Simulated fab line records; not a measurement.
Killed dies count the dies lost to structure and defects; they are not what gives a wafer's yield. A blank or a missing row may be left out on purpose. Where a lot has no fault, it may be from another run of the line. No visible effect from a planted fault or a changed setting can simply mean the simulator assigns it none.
The tool behind it: which one? -- flow nand-harc -- Sampling: 24 lots, 72 wafers, 3 of 1302 route steps

## WHAT THE GAUGES READ, wafer by wafer
NHARC_A_CONTACT_OVL_MEAS_70. Usual: overlay-x-nm 0.3 nm, standard deviation 0.95; overlay-y-nm 0.4 nm, standard deviation 1.1.
lot,measured,on,overlay-x-nm (nm),overlay-y-nm (nm),flag
L075,day 23 01:05,overlay-02,0.1 0.1 0.0,1.3 1.5 1.1,
L074,day 23 01:14,overlay-01,-1.3 -0.5 -1.2,1.7 1.8 2.3,
L077,day 23 14:38,overlay-01,0.2 0.3 0.6,0.6 0.2 1.3,
L076,day 23 16:49,overlay-02,0.1 0.2 0.0,-1.0 -1.1 -1.1,
L078,day 23 20:51,overlay-02,1.2 1.6 1.3,0.5 -0.1 0.4,
L080,day 24 17:55,overlay-01,-1.5 -1.3 -1.8,-0.9 -1.3 -1.0,
L079,day 24 18:50,overlay-01,-0.1 -0.1 0.5,1.5 1.6 1.4,
L081,day 25 09:23,overlay-01,0.5 0.3 0.2,0.7 0.5 0.6,
L082,day 25 12:29,overlay-02,0.6 -0.4 0.2,-1.6 -1.2 -1.1,
L083,day 26 01:49,overlay-01,1.0 1.2 1.5,-0.3 -0.8 -0.6,
L086,day 26 11:05,overlay-01,1.2 1.5 1.4,1.4 1.4 1.9,
L084,day 26 11:19,overlay-02,0.6 1.1 0.8,0.1 0.6 0.1,
L085,day 26 15:56,overlay-02,-0.6 -0.5 -1.2,0.2 0.8 0.8,
L087,day 27 07:55,overlay-01,0.7 0.3 0.5,1.4 2.0 1.7,
L088,day 27 19:47,overlay-01,-0.8 -0.5 -0.9,-0.1 0.2 0.0,
L089,day 27 22:50,overlay-02,-0.3 0.6 -0.1,1.6 1.1 1.9,
L090,day 29 04:59,overlay-02,2.5 3.1 2.3,0.5 0.8 1.3,
L091,day 29 11:43,overlay-01,0.5 0.5 0.2,-0.9 -1.1 -1.0,
L092,day 29 19:50,overlay-02,1.4 1.3 1.1,-0.9 -0.7 -0.9,
L094,day 29 20:26,overlay-02,0.3 0.8 1.2,1.5 1.0 1.1,
L093,day 30 01:23,overlay-02,-1.0 -1.0 -1.1,1.9 2.1 2.3,
L095,day 30 21:10,overlay-01,0.0 0.2 -0.2,0.2 0.5 0.6,
L096,day 31 06:04,overlay-02,0.7 -0.1 0.5,-0.2 -1.0 -0.1,
L097,day 31 22:02,overlay-02,0.0 0.2 0.7,-0.9 -1.0 -1.1,

NHARC_A_CONTACT_OVL_MEAS_09. Usual: overlay-x-nm 0.0 nm, standard deviation 0.73; overlay-y-nm -0.2 nm, standard deviation 0.73.
lot,measured,on,overlay-x-nm (nm),overlay-y-nm (nm),flag
L075,day 23 10:16,overlay-01,-0.3 0.3 0.2,-0.2 -0.8 -1.0,
L074,day 23 11:25,overlay-02,-0.4 -0.3 -0.7,-2.0 -1.4 -1.6,
L077,day 24 01:43,overlay-01,1.4 1.1 1.6,-1.0 -0.2 -0.4,
L076,day 24 02:40,overlay-01,-0.1 0.2 0.2,-1.0 -0.4 -0.4,
L078,day 24 12:46,overlay-01,1.2 0.7 1.0,-0.9 -1.1 -1.2,
L080,day 25 02:24,overlay-02,0.3 0.7 0.9,-0.4 0.0 -0.2,
L079,day 25 05:44,overlay-02,0.9 1.3 0.7,-1.4 -1.3 -1.3,
L081,day 25 18:18,overlay-02,-0.4 -0.4 -0.9,-1.0 -0.8 -0.6,
L082,day 25 22:37,overlay-01,0.4 0.6 0.7,-0.1 -0.1 0.0,
L083,day 26 12:54,overlay-02,0.6 -0.1 0.8,0.2 0.2 0.8,
L086,day 26 22:21,overlay-01,0.7 1.2 0.9,-0.4 -0.9 -0.8,
L084,day 26 23:27,overlay-02,-0.2 -0.4 -0.1,0.1 0.2 -0.4,
L085,day 27 07:34,overlay-02,-0.1 -0.8 -0.6,1.1 1.0 1.0,
L087,day 27 18:31,overlay-02,-0.3 -0.7 0.1,0.5 0.2 0.0,
L088,day 28 04:14,overlay-02,0.2 0.8 0.8,0.1 -0.5 -0.3,
L089,day 28 07:08,overlay-02,-0.4 -0.7 -0.3,0.2 -0.1 0.7,
L090,day 29 13:25,overlay-01,0.0 0.2 0.7,0.3 0.3 0.2,
L091,day 29 21:27,overlay-02,-0.2 -0.8 -0.5,-0.6 -0.1 -0.4,
L092,day 30 03:29,overlay-02,-0.9 -0.7 -0.7,0.9 0.2 0.8,
L094,day 30 04:23,overlay-02,1.0 1.1 1.0,0.6 -0.3 0.7,
L093,day 30 09:01,overlay-02,-0.9 -0.2 -0.6,0.2 -0.3 0.1,
L095,day 31 07:38,overlay-01,-0.1 -0.1 -0.5,0.4 -0.1 0.3,
L096,day 31 17:41,overlay-01,-1.1 -1.1 -1.0,0.6 1.2 0.7,
L097,day 32 06:02,overlay-02,-1.0 -0.7 -1.3,0.5 0.0 0.2,

## TOOL THAT RAN EACH LOT (tool first, then ch and the chambers of the sampled wafers, then the start)
lot,NHARC_A_CONTACT_ETCH_126
L075,"har-cap-etch-03 ch 0,1, day 23 03:17"
L074,"har-cap-etch-02 ch 0,1, day 23 03:57"
L077,"har-cap-etch-03 ch 0,1, day 23 16:54"
L076,"har-cap-etch-02 ch 0,1, day 23 18:49"
L078,"har-cap-etch-03 ch 0,1, day 23 22:53"
L080,"har-cap-etch-02 ch 0,1, day 24 20:01"
L079,"har-cap-etch-01 ch 0,1, day 24 21:16"
L081,"har-cap-etch-02 ch 0,1, day 25 11:40"
L082,"har-cap-etch-03 ch 0,1, day 25 15:50"
L083,"har-cap-etch-03 ch 0,1, day 26 04:13"
L086,"har-cap-etch-02 ch 0,1, day 26 13:28"
L084,"har-cap-etch-03 ch 0,1, day 26 13:27"
L085,"har-cap-etch-03 ch 0,1, day 26 18:50"
L087,"har-cap-etch-01 ch 0,1, day 27 10:14"
L088,"har-cap-etch-02 ch 0,1, day 27 22:08"
L089,"har-cap-etch-03 ch 0,1, day 28 01:14"
L090,"har-cap-etch-02 ch 1, day 29 06:59"
L091,"har-cap-etch-02 ch 0,1, day 29 14:02"
L092,"har-cap-etch-02 ch 0,1, day 29 21:51"
L094,"har-cap-etch-03 ch 0,1, day 29 22:31"
L093,"har-cap-etch-02 ch 1, day 30 03:24"
L095,"har-cap-etch-03 ch 0,1, day 30 23:11"
L096,"har-cap-etch-02 ch 1, day 31 08:16"
L097,"har-cap-etch-01 ch 0,1, day 32 00:04"
- NHARC_A_CONTACT_ETCH_126: etches the open film in C4F8/O2/Ar, time 197 s, target depth 1918 nm.

## WHAT THE TOOLS THEMSELVES READ (means of the sampled wafers that have a number; where no wafer has one, the mark that the record gives instead)
The record holds no such reading with a usual standard deviation.

## THE ANSWER, worked out from the rows above alone
Rule: take the mean of a lot's wafers that have a number; if it is more than 3 standard deviations from the usual mean, the lot is off. Also off: a lot with no number at a reading for which 4 or more lots have one. All remaining lots with rows at the step are treated as sound. First the gauges in route order, then the tools' own readings, where a lot's mean is used as printed above. At the first step where some lot is off, the reading lying furthest off is the one used; lots without a number count as furthest.
Across all readings shown, no lot is off: no conclusion can be drawn from this.

## WHAT THE SIMULATOR HAD PUT IN
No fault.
